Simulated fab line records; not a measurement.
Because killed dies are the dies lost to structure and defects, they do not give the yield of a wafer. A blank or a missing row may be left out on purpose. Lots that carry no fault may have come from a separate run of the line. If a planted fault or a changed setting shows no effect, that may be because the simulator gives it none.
Which of the tools did it? / flow nand-harc / 24 lots with 72 wafers sampled at 5 steps, on a route of 1302 steps

== WHAT EACH GAUGE READ, for each wafer ==
NHARC_A_BLC_INSPECT_28. Usual: 495 for raw-defect-count, sd 90.
lot=L074; measured=day 23 03:44; on=defect-inspect-01; raw-defect-count=685 508 459; flag=
lot=L075; measured=day 23 09:17; on=defect-inspect-01; raw-defect-count=659 546 491; flag=
lot=L077; measured=day 23 22:55; on=defect-inspect-01; raw-defect-count=517 533 495; flag=
lot=L076; measured=day 24 01:24; on=defect-inspect-01; raw-defect-count=507 494 441; flag=
lot=L078; measured=day 24 15:42; on=defect-inspect-01; raw-defect-count=473 482 399; flag=
lot=L079; measured=day 24 19:56; on=defect-inspect-01; raw-defect-count=462 462 433; flag=
lot=L080; measured=day 25 19:52; on=defect-inspect-02; raw-defect-count=545 659 454; flag=
lot=L081; measured=day 25 20:12; on=defect-inspect-02; raw-defect-count=543 554 598; flag=
lot=L082; measured=day 26 08:04; on=defect-inspect-01; raw-defect-count=527 397 499; flag=
lot=L083; measured=day 26 15:04; on=defect-inspect-02; raw-defect-count=459 538 483; flag=
lot=L085; measured=day 27 02:51; on=defect-inspect-01; raw-defect-count=529 561 425; flag=
lot=L084; measured=day 27 04:29; on=defect-inspect-01; raw-defect-count=473 499 551; flag=
lot=L086; measured=day 27 18:26; on=defect-inspect-01; raw-defect-count=454 575 502; flag=
lot=L087; measured=day 28 15:47; on=defect-inspect-01; raw-defect-count=518 595 433; flag=
lot=L089; measured=day 28 22:15; on=defect-inspect-01; raw-defect-count=473 464 515; flag=
lot=L088; measured=day 29 00:16; on=defect-inspect-01; raw-defect-count=507 519 506; flag=
lot=L090; measured=day 29 05:41; on=defect-inspect-01; raw-defect-count=416 434 476; flag=
lot=L091; measured=day 29 09:17; on=defect-inspect-01; raw-defect-count=326 372 353; flag=
lot=L092; measured=day 30 01:09; on=defect-inspect-02; raw-defect-count=433 475 489; flag=
lot=L094; measured=day 30 16:04; on=defect-inspect-01; raw-defect-count=514 489 529; flag=
lot=L093; measured=day 30 17:25; on=defect-inspect-02; raw-defect-count=525 686 393; flag=
lot=L095; measured=day 31 16:38; on=defect-inspect-01; raw-defect-count=478 469 397; flag=
lot=L096; measured=day 32 00:16; on=defect-inspect-01; raw-defect-count=384 427 522; flag=
lot=L097; measured=day 32 01:42; on=defect-inspect-01; raw-defect-count=586 652 544; flag=

NHARC_A_M0_CD_MEAS_09 targets a cd of 80 nm. Usual: 79.8 nm for cd-nm, sd 0.46.
lot=L074; measured=day 23 04:37; on=cd-sem-01; cd-nm (nm)=79.8 78.7 79.8; flag=
lot=L075; measured=day 23 10:04; on=cd-sem-02; cd-nm (nm)=80.4 80.1 80.3; flag=
lot=L077; measured=day 23 23:49; on=cd-sem-02; cd-nm (nm)=80.0 79.9 79.4; flag=
lot=L076; measured=day 24 02:22; on=cd-sem-03; cd-nm (nm)=79.9 79.4 80.1; flag=
lot=L078; measured=day 24 16:29; on=cd-sem-03; cd-nm (nm)=79.9 80.3 80.3; flag=
lot=L079; measured=day 24 20:50; on=cd-sem-02; cd-nm (nm)=79.2 79.1 80.0; flag=
lot=L080; measured=day 25 20:46; on=cd-sem-02; cd-nm (nm)=80.5 80.7 79.6; flag=
lot=L081; measured=day 25 20:59; on=cd-sem-03; cd-nm (nm)=79.6 79.9 80.3; flag=
lot=L082; measured=day 26 08:50; on=cd-sem-01; cd-nm (nm)=79.2 78.9 79.2; flag=
lot=L083; measured=day 26 15:58; on=cd-sem-03; cd-nm (nm)=79.9 78.9 79.4; flag=
lot=L085; measured=day 27 03:45; on=cd-sem-03; cd-nm (nm)=79.4 79.7 80.1; flag=
lot=L084; measured=day 27 05:23; on=cd-sem-01; cd-nm (nm)=80.2 80.1 79.9; flag=
lot=L086; measured=day 27 19:20; on=cd-sem-01; cd-nm (nm)=78.9 79.7 79.7; flag=
lot=L087; measured=day 28 16:41; on=cd-sem-01; cd-nm (nm)=80.2 80.3 79.6; flag=
lot=L089; measured=day 28 23:11; on=cd-sem-03; cd-nm (nm)=79.9 79.7 79.6; flag=
lot=L088; measured=day 29 01:11; on=cd-sem-03; cd-nm (nm)=80.7 80.2 79.2; flag=
lot=L090; measured=day 29 06:36; on=cd-sem-01; cd-nm (nm)=79.7 80.0 79.5; flag=
lot=L091; measured=day 29 10:12; on=cd-sem-01; cd-nm (nm)=80.2 79.4 79.6; flag=
lot=L092; measured=day 30 02:03; on=cd-sem-03; cd-nm (nm)=80.2 79.9 79.9; flag=
lot=L094; measured=day 30 16:58; on=cd-sem-03; cd-nm (nm)=79.9 79.2 80.6; flag=
lot=L093; measured=day 30 18:11; on=cd-sem-01; cd-nm (nm)=79.2 79.7 79.9; flag=
lot=L095; measured=day 31 17:32; on=cd-sem-01; cd-nm (nm)=79.8 79.5 80.1; flag=
lot=L096; measured=day 32 01:12; on=cd-sem-03; cd-nm (nm)=80.0 80.5 80.2; flag=
lot=L097; measured=day 32 02:36; on=cd-sem-03; cd-nm (nm)=79.6 79.7 79.8; flag=

NHARC_A_M0_OVL_MEAS_10: pitch 160 nm. Usual: overlay-x-nm 0.1 nm, standard deviation 0.63; overlay-y-nm 0.1 nm, standard deviation 0.86.
lot=L074; measured=day 23 04:43; on=overlay-02; overlay-x-nm (nm)=0.1 -0.1 0.7; overlay-y-nm (nm)=0.4 0.7 0.3; flag=
lot=L075; measured=day 23 10:10; on=overlay-02; overlay-x-nm (nm)=-0.1 0.1 -0.6; overlay-y-nm (nm)=-0.6 0.0 0.6; flag=
lot=L077; measured=day 23 23:54; on=overlay-02; overlay-x-nm (nm)=-1.4 -1.3 -1.5; overlay-y-nm (nm)=-0.1 -0.4 -0.2; flag=
lot=L076; measured=day 24 02:26; on=overlay-01; overlay-x-nm (nm)=0.0 0.5 -0.1; overlay-y-nm (nm)=0.4 0.2 0.7; flag=
lot=L078; measured=day 24 16:34; on=overlay-02; overlay-x-nm (nm)=-0.3 -0.1 0.1; overlay-y-nm (nm)=-0.7 -0.2 -0.5; flag=
lot=L079; measured=day 24 20:55; on=overlay-02; overlay-x-nm (nm)=0.0 0.4 -0.2; overlay-y-nm (nm)=-0.5 -0.6 0.4; flag=
lot=L080; measured=day 25 20:51; on=overlay-02; overlay-x-nm (nm)=0.0 -0.1 0.0; overlay-y-nm (nm)=-0.5 -0.3 -0.7; flag=
lot=L081; measured=day 25 21:04; on=overlay-01; overlay-x-nm (nm)=1.0 0.9 0.7; overlay-y-nm (nm)=0.3 0.4 0.0; flag=
lot=L082; measured=day 26 08:56; on=overlay-01; overlay-x-nm (nm)=-0.1 0.6 0.0; overlay-y-nm (nm)=-0.3 -0.6 -0.6; flag=
lot=L083; measured=day 26 16:03; on=overlay-02; overlay-x-nm (nm)=-1.6 -1.4 -1.5; overlay-y-nm (nm)=1.8 1.9 2.0; flag=
lot=L085; measured=day 27 03:50; on=overlay-01; overlay-x-nm (nm)=0.3 1.2 0.9; overlay-y-nm (nm)=-0.9 -0.6 -1.2; flag=
lot=L084; measured=day 27 05:29; on=overlay-01; overlay-x-nm (nm)=0.0 -0.1 0.2; overlay-y-nm (nm)=0.0 0.1 0.2; flag=
lot=L086; measured=day 27 19:25; on=overlay-01; overlay-x-nm (nm)=0.5 0.0 0.0; overlay-y-nm (nm)=0.2 -0.3 -0.6; flag=
lot=L087; measured=day 28 16:46; on=overlay-01; overlay-x-nm (nm)=-0.4 0.3 0.6; overlay-y-nm (nm)=-1.2 -1.3 -1.3; flag=
lot=L089; measured=day 28 23:17; on=overlay-01; overlay-x-nm (nm)=0.5 0.3 0.8; overlay-y-nm (nm)=-0.1 0.3 0.3; flag=
lot=L088; measured=day 29 01:17; on=overlay-01; overlay-x-nm (nm)=0.2 0.4 0.1; overlay-y-nm (nm)=0.4 0.1 0.4; flag=
lot=L090; measured=day 29 06:41; on=overlay-02; overlay-x-nm (nm)=0.6 0.5 0.5; overlay-y-nm (nm)=2.4 2.1 2.7; flag=
lot=L091; measured=day 29 10:17; on=overlay-02; overlay-x-nm (nm)=1.3 0.7 0.8; overlay-y-nm (nm)=-0.1 -0.1 0.5; flag=
lot=L092; measured=day 30 02:08; on=overlay-02; overlay-x-nm (nm)=0.5 1.2 1.2; overlay-y-nm (nm)=1.3 1.2 0.7; flag=
lot=L094; measured=day 30 17:04; on=overlay-02; overlay-x-nm (nm)=0.4 0.1 0.2; overlay-y-nm (nm)=0.4 0.4 0.7; flag=
lot=L093; measured=day 30 18:16; on=overlay-01; overlay-x-nm (nm)=0.3 0.3 0.6; overlay-y-nm (nm)=0.1 0.3 -0.2; flag=
lot=L095; measured=day 31 17:38; on=overlay-02; overlay-x-nm (nm)=0.1 -0.6 -0.4; overlay-y-nm (nm)=-0.7 0.3 -0.7; flag=
lot=L096; measured=day 32 01:17; on=overlay-01; overlay-x-nm (nm)=-0.7 0.5 -0.6; overlay-y-nm (nm)=-1.5 -1.1 -1.1; flag=
lot=L097; measured=day 32 02:41; on=overlay-02; overlay-x-nm (nm)=0.2 0.3 -0.4; overlay-y-nm (nm)=1.3 0.8 0.7; flag=

NHARC_A_M1_CD_MEAS_16. Usual: 119.4 nm for cd-nm, sd 0.69.
lot=L074; measured=day 23 09:08; on=cd-sem-03; cd-nm (nm)=119.5 120.6 121.3; flag=
lot=L075; measured=day 23 14:38; on=cd-sem-02; cd-nm (nm)=119.6 119.4 119.5; flag=
lot=L077; measured=day 24 04:52; on=cd-sem-02; cd-nm (nm)=119.1 119.3 118.3; flag=
lot=L076; measured=day 24 06:55; on=cd-sem-02; cd-nm (nm)=118.7 119.1 119.1; flag=
lot=L078; measured=day 24 21:27; on=cd-sem-01; cd-nm (nm)=119.3 119.8 119.5; flag=
lot=L079; measured=day 25 01:32; on=cd-sem-02; cd-nm (nm)=118.9 119.7 118.6; flag=
lot=L080; measured=day 26 01:17; on=cd-sem-03; cd-nm (nm)=119.2 119.3 119.0; flag=
lot=L081; measured=day 26 01:35; on=cd-sem-01; cd-nm (nm)=120.0 120.7 118.9; flag=
lot=L082; measured=day 26 13:19; on=cd-sem-02; cd-nm (nm)=120.1 119.5 118.8; flag=
lot=L083; measured=day 26 20:33; on=cd-sem-01; cd-nm (nm)=119.8 120.4 119.5; flag=
lot=L085; measured=day 27 08:09; on=cd-sem-02; cd-nm (nm)=119.7 120.2 120.1; flag=
lot=L084; measured=day 27 09:55; on=cd-sem-01; cd-nm (nm)=120.1 121.1 120.5; flag=
lot=L086; measured=day 27 23:57; on=cd-sem-03; cd-nm (nm)=119.7 120.1 119.2; flag=
lot=L087; measured=day 28 21:13; on=cd-sem-01; cd-nm (nm)=118.8 119.3 118.6; flag=
lot=L089; measured=day 29 03:43; on=cd-sem-02; cd-nm (nm)=119.7 119.7 119.2; flag=
lot=L088; measured=day 29 05:44; on=cd-sem-01; cd-nm (nm)=118.5 118.5 118.4; flag=
lot=L090; measured=day 29 11:11; on=cd-sem-03; cd-nm (nm)=117.8 118.4 119.0; flag=
lot=L091; measured=day 29 14:43; on=cd-sem-02; cd-nm (nm)=119.1 119.2 119.3; flag=
lot=L092; measured=day 30 06:44; on=cd-sem-03; cd-nm (nm)=118.3 119.0 118.0; flag=
lot=L094; measured=day 30 21:31; on=cd-sem-01; cd-nm (nm)=120.3 120.0 119.2; flag=
lot=L093; measured=day 30 22:44; on=cd-sem-01; cd-nm (nm)=119.9 120.3 119.7; flag=
lot=L095; measured=day 31 22:05; on=cd-sem-02; cd-nm (nm)=120.6 120.9 119.7; flag=
lot=L096; measured=day 32 06:44; on=cd-sem-02; cd-nm (nm)=120.2 119.6 119.9; flag=
lot=L097; measured=day 32 07:22; on=cd-sem-01; cd-nm (nm)=118.7 119.6 118.6; flag=

== TOOL THAT RAN EACH LOT (tool first, then ch and the chambers of the sampled wafers, then the start) ==
lot=L074; NHARC_A_M0_DEGAS_28=pvd-sputter-02, day 23 05:43
lot=L075; NHARC_A_M0_DEGAS_28=pvd-sputter-02, day 23 11:10
lot=L077; NHARC_A_M0_DEGAS_28=pvd-sputter-03, day 24 00:55
lot=L076; NHARC_A_M0_DEGAS_28=pvd-sputter-01, day 24 03:28
lot=L078; NHARC_A_M0_DEGAS_28=pvd-sputter-01, day 24 17:35
lot=L079; NHARC_A_M0_DEGAS_28=pvd-sputter-02, day 24 22:00
lot=L080; NHARC_A_M0_DEGAS_28=pvd-sputter-02, day 25 21:52
lot=L081; NHARC_A_M0_DEGAS_28=pvd-sputter-01, day 25 22:05
lot=L082; NHARC_A_M0_DEGAS_28=pvd-sputter-01, day 26 10:00
lot=L083; NHARC_A_M0_DEGAS_28=pvd-sputter-03, day 26 17:07
lot=L085; NHARC_A_M0_DEGAS_28=pvd-sputter-02, day 27 04:52
lot=L084; NHARC_A_M0_DEGAS_28=pvd-sputter-02, day 27 06:29
lot=L086; NHARC_A_M0_DEGAS_28=pvd-sputter-03, day 27 20:28
lot=L087; NHARC_A_M0_DEGAS_28=pvd-sputter-01, day 28 17:48
lot=L089; NHARC_A_M0_DEGAS_28=pvd-sputter-02, day 29 00:18
lot=L088; NHARC_A_M0_DEGAS_28=pvd-sputter-03, day 29 02:18
lot=L090; NHARC_A_M0_DEGAS_28=pvd-sputter-03, day 29 07:45
lot=L091; NHARC_A_M0_DEGAS_28=pvd-sputter-01, day 29 11:18
lot=L092; NHARC_A_M0_DEGAS_28=pvd-sputter-02, day 30 03:10
lot=L094; NHARC_A_M0_DEGAS_28=pvd-sputter-02, day 30 18:04
lot=L093; NHARC_A_M0_DEGAS_28=pvd-sputter-02, day 30 19:17
lot=L095; NHARC_A_M0_DEGAS_28=pvd-sputter-01, day 31 18:39
lot=L096; NHARC_A_M0_DEGAS_28=pvd-sputter-02, day 32 02:18
lot=L097; NHARC_A_M0_DEGAS_28=pvd-sputter-02, day 32 03:43
- NHARC_A_M0_DEGAS_28: time 60 s.

== WHAT THE TOOLS THEMSELVES READ (means of the sampled wafers that have a number; where no wafer has one, the mark that the record gives instead) ==
NHARC_A_M0_DEGAS_28. Usual: 313 W for heater-power-w, sd 26.
lot=L074; tool=pvd-sputter-02; heater-power-w (W)=288; flag=
lot=L075; tool=pvd-sputter-02; heater-power-w (W)=298; flag=
lot=L077; tool=pvd-sputter-03; heater-power-w (W)=306; flag=
lot=L076; tool=pvd-sputter-01; heater-power-w (W)=338; flag=
lot=L078; tool=pvd-sputter-01; heater-power-w (W)=356; flag=
lot=L079; tool=pvd-sputter-02; heater-power-w (W)=302; flag=
lot=L080; tool=pvd-sputter-02; heater-power-w (W)=298; flag=
lot=L081; tool=pvd-sputter-01; heater-power-w (W)=329; flag=
lot=L082; tool=pvd-sputter-01; heater-power-w (W)=350; flag=
lot=L083; tool=pvd-sputter-03; heater-power-w (W)=320; flag=
lot=L085; tool=pvd-sputter-02; heater-power-w (W)=301; flag=
lot=L084; tool=pvd-sputter-02; heater-power-w (W)=299; flag=
lot=L086; tool=pvd-sputter-03; heater-power-w (W)=320; flag=
lot=L087; tool=pvd-sputter-01; heater-power-w (W)=333; flag=
lot=L089; tool=pvd-sputter-02; heater-power-w (W)=313; flag=
lot=L088; tool=pvd-sputter-03; heater-power-w (W)=311; flag=
lot=L090; tool=pvd-sputter-03; heater-power-w (W)=295; flag=
lot=L091; tool=pvd-sputter-01; heater-power-w (W)=324; flag=
lot=L092; tool=pvd-sputter-02; heater-power-w (W)=293; flag=
lot=L094; tool=pvd-sputter-02; heater-power-w (W)=300; flag=
lot=L093; tool=pvd-sputter-02; heater-power-w (W)=304; flag=
lot=L095; tool=pvd-sputter-01; heater-power-w (W)=331; flag=
lot=L096; tool=pvd-sputter-02; heater-power-w (W)=312; flag=
lot=L097; tool=pvd-sputter-02; heater-power-w (W)=303; flag=

== THE ANSWER, worked out from the rows above alone ==
Rule: lot off if the mean of its wafers having a number is beyond 3 standard deviations from the usual mean. Also off: a lot with no number at a reading for which 4 or more lots have one. The other lots that the step has rows for count as sound. Order of review: gauges by route order, followed by the tools' own readings, for which a lot's mean as printed above is used. At the first step where some lot is off, the reading lying furthest off is the one used; lots without a number count as furthest.
No lot is off on any of the readings shown, so nothing can be concluded from this.

== WHAT THE SIMULATOR HAD INSERTED ==
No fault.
